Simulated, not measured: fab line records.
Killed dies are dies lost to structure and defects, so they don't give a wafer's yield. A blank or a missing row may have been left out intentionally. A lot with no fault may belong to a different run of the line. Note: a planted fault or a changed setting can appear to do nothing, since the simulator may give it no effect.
Split-lot experiment / flow n5_finfet / route with 1938 steps; 7 lots, 39 wafers read

THE SPLIT
At N5_BEOL_M9_ILD_DEP_00 (deposits SiCOH lowk from DEMS/porogen, target thk 308.51 nm, time 58 s), the setting time_s was moved away from the recipe's 58 s on 18 of the 39 wafers read, by -36.8% to +58.6%. The other wafers ran this setting at the recipe's value.

FROM THE SPLIT ON TO THE READING: in between, the file shows 1 step
- N5_BEOL_M9_CURE_71: cures SiCOH lowk, time 240 s

THE READING
At N5_BEOL_M9_THK_MEAS_01: M9_ILD_THK, given in nm. Typical for fault-free wafers on this fab line: 266 nm, with standard deviation 3.2 nm.

wafer=L075.1; tool, chamber at the split=pecvd-02, 0; time_s as run, s=58; against the recipe=recipe; M9_ILD_THK, nm=262; against lot-mates on the recipe=-
wafer=L075.3; tool, chamber at the split=pecvd-02, 2; time_s as run, s=58; against the recipe=recipe; M9_ILD_THK, nm=260; against lot-mates on the recipe=-
wafer=L075.4; tool, chamber at the split=pecvd-02, 2; time_s as run, s=58; against the recipe=recipe; M9_ILD_THK, nm=267; against lot-mates on the recipe=-
wafer=L082.1; tool, chamber at the split=pecvd-02, 1; time_s as run, s=58; against the recipe=recipe; M9_ILD_THK, nm=268; against lot-mates on the recipe=-
wafer=L082.2; tool, chamber at the split=pecvd-02, 0; time_s as run, s=36.68; against the recipe=-36.8%; M9_ILD_THK, nm=164; against lot-mates on the recipe=-102
wafer=L082.3; tool, chamber at the split=pecvd-02, 2; time_s as run, s=58; against the recipe=recipe; M9_ILD_THK, nm=263; against lot-mates on the recipe=-
wafer=L082.4; tool, chamber at the split=pecvd-02, 0; time_s as run, s=36.68; against the recipe=-36.8%; M9_ILD_THK, nm=171; against lot-mates on the recipe=-95
wafer=L082.5; tool, chamber at the split=pecvd-02, 2; time_s as run, s=58; against the recipe=recipe; M9_ILD_THK, nm=268; against lot-mates on the recipe=-
wafer=L082.6; tool, chamber at the split=pecvd-02, 1; time_s as run, s=36.68; against the recipe=-36.8%; M9_ILD_THK, nm=169; against lot-mates on the recipe=-97
wafer=L081.1; tool, chamber at the split=pecvd-02, 2; time_s as run, s=58; against the recipe=recipe; M9_ILD_THK, nm=262; against lot-mates on the recipe=-
wafer=L081.2; tool, chamber at the split=pecvd-02, 1; time_s as run, s=58; against the recipe=recipe; M9_ILD_THK, nm=264; against lot-mates on the recipe=-
wafer=L081.3; tool, chamber at the split=pecvd-02, 0; time_s as run, s=90.47; against the recipe=+56.0%; M9_ILD_THK, nm=412; against lot-mates on the recipe=+147
wafer=L081.4; tool, chamber at the split=pecvd-02, 1; time_s as run, s=58; against the recipe=recipe; M9_ILD_THK, nm=270; against lot-mates on the recipe=-
wafer=L081.5; tool, chamber at the split=pecvd-02, 2; time_s as run, s=90.47; against the recipe=+56.0%; M9_ILD_THK, nm=423; against lot-mates on the recipe=+158
wafer=L081.6; tool, chamber at the split=pecvd-02, 0; time_s as run, s=90.47; against the recipe=+56.0%; M9_ILD_THK, nm=417; against lot-mates on the recipe=+152
wafer=L086.1; tool, chamber at the split=pecvd-01, 0; time_s as run, s=58; against the recipe=recipe; M9_ILD_THK, nm=265; against lot-mates on the recipe=-
wafer=L086.2; tool, chamber at the split=pecvd-01, 1; time_s as run, s=43.31; against the recipe=-25.3%; M9_ILD_THK, nm=199; against lot-mates on the recipe=-70
wafer=L086.3; tool, chamber at the split=pecvd-01, 2; time_s as run, s=43.31; against the recipe=-25.3%; M9_ILD_THK, nm=203; against lot-mates on the recipe=-66
wafer=L086.4; tool, chamber at the split=pecvd-01, 0; time_s as run, s=43.31; against the recipe=-25.3%; M9_ILD_THK, nm=202; against lot-mates on the recipe=-67
wafer=L086.5; tool, chamber at the split=pecvd-01, 2; time_s as run, s=58; against the recipe=recipe; M9_ILD_THK, nm=270; against lot-mates on the recipe=-
wafer=L086.6; tool, chamber at the split=pecvd-01, 1; time_s as run, s=58; against the recipe=recipe; M9_ILD_THK, nm=271; against lot-mates on the recipe=-
wafer=L089.1; tool, chamber at the split=pecvd-03, 2; time_s as run, s=91.97; against the recipe=+58.6%; M9_ILD_THK, nm=421; against lot-mates on the recipe=+157
wafer=L089.2; tool, chamber at the split=pecvd-03, 0; time_s as run, s=58; against the recipe=recipe; M9_ILD_THK, nm=262; against lot-mates on the recipe=-
wafer=L089.3; tool, chamber at the split=pecvd-03, 1; time_s as run, s=58; against the recipe=recipe; M9_ILD_THK, nm=261; against lot-mates on the recipe=-
wafer=L089.4; tool, chamber at the split=pecvd-03, 0; time_s as run, s=91.97; against the recipe=+58.6%; M9_ILD_THK, nm=424; against lot-mates on the recipe=+160
wafer=L089.5; tool, chamber at the split=pecvd-03, 2; time_s as run, s=58; against the recipe=recipe; M9_ILD_THK, nm=269; against lot-mates on the recipe=-
wafer=L089.6; tool, chamber at the split=pecvd-03, 1; time_s as run, s=91.97; against the recipe=+58.6%; M9_ILD_THK, nm=422; against lot-mates on the recipe=+158
wafer=L091.1; tool, chamber at the split=pecvd-03, 0; time_s as run, s=58; against the recipe=recipe; M9_ILD_THK, nm=262; against lot-mates on the recipe=-
wafer=L091.2; tool, chamber at the split=pecvd-03, 1; time_s as run, s=72.49; against the recipe=+25.0%; M9_ILD_THK, nm=329; against lot-mates on the recipe=+64
wafer=L091.3; tool, chamber at the split=pecvd-03, 2; time_s as run, s=72.49; against the recipe=+25.0%; M9_ILD_THK, nm=330; against lot-mates on the recipe=+65
wafer=L091.4; tool, chamber at the split=pecvd-03, 2; time_s as run, s=58; against the recipe=recipe; M9_ILD_THK, nm=266; against lot-mates on the recipe=-
wafer=L091.5; tool, chamber at the split=pecvd-03, 1; time_s as run, s=58; against the recipe=recipe; M9_ILD_THK, nm=268; against lot-mates on the recipe=-
wafer=L091.6; tool, chamber at the split=pecvd-03, 0; time_s as run, s=72.49; against the recipe=+25.0%; M9_ILD_THK, nm=332; against lot-mates on the recipe=+67
wafer=L094.1; tool, chamber at the split=pecvd-02, 0; time_s as run, s=67.92; against the recipe=+17.1%; M9_ILD_THK, nm=310; against lot-mates on the recipe=+44
wafer=L094.2; tool, chamber at the split=pecvd-02, 1; time_s as run, s=67.92; against the recipe=+17.1%; M9_ILD_THK, nm=308; against lot-mates on the recipe=+42
wafer=L094.3; tool, chamber at the split=pecvd-02, 2; time_s as run, s=58; against the recipe=recipe; M9_ILD_THK, nm=263; against lot-mates on the recipe=-
wafer=L094.4; tool, chamber at the split=pecvd-02, 0; time_s as run, s=58; against the recipe=recipe; M9_ILD_THK, nm=266; against lot-mates on the recipe=-
wafer=L094.5; tool, chamber at the split=pecvd-02, 1; time_s as run, s=67.92; against the recipe=+17.1%; M9_ILD_THK, nm=312; against lot-mates on the recipe=+46
wafer=L094.6; tool, chamber at the split=pecvd-02, 2; time_s as run, s=58; against the recipe=recipe; M9_ILD_THK, nm=268; against lot-mates on the recipe=-

THE FIT
A straight line over all 39 wafers: M9_ILD_THK changes by +2.66 nm for each +1% of time_s; r = +1.00; the points scatter about the line by 3.3 nm.
The same after taking each lot's own level away (the mean of its wafers on the recipe; 39 wafers): +2.69 nm for each +1%; r = +1.00; scatter 2.9 nm.
According to that fit, moving time_s by its largest amount changes the reading by 1.6e+02 nm.
The lots' own levels span 263.0 to 268.7 nm, that is 1.8 times the standard deviation above.
The two slopes are in agreement: the lot-to-lot level therefore moves the slope only a little.
Check: +158 nm against its lot-mates is what the line predicts for one of the wafers moved furthest among these (+58.6%) when that wafer is left out of the fit. It came out at +157 nm against them.

THE WHOLE CHAIN: every reading that the file lists as answering this split, in the file's order
step=N5_BEOL_M9_ILD_DEP_00; what it does=deposits SiCOH lowk from DEMS/porogen, target thk 308.51 nm, time 58 s; reading=SiCOH_lowk_of_BEOL_M9_ILD_DEP_00.thk_nm (the simulator's own value, which no gauge read); change (the file's fit)=+3.03 nm for each +1% of the setting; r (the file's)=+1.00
step=N5_BEOL_M9_CURE_71; what it does=cures SiCOH lowk, time 240 s; reading=SiCOH_lowk_of_BEOL_M9_ILD_DEP_00.thk_nm (the simulator's own value, which no gauge read); change (the file's fit)=+2.69 nm for each +1% of the setting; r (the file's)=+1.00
step=N5_BEOL_M9_THK_MEAS_01; what it does=; reading=M9_ILD_THK; change (the file's fit)=+2.69 for each +1% of the setting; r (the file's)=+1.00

FILE'S OWN FIT
M9_ILD_THK changes by +2.69 nm for each +1% of time_s, r = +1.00.
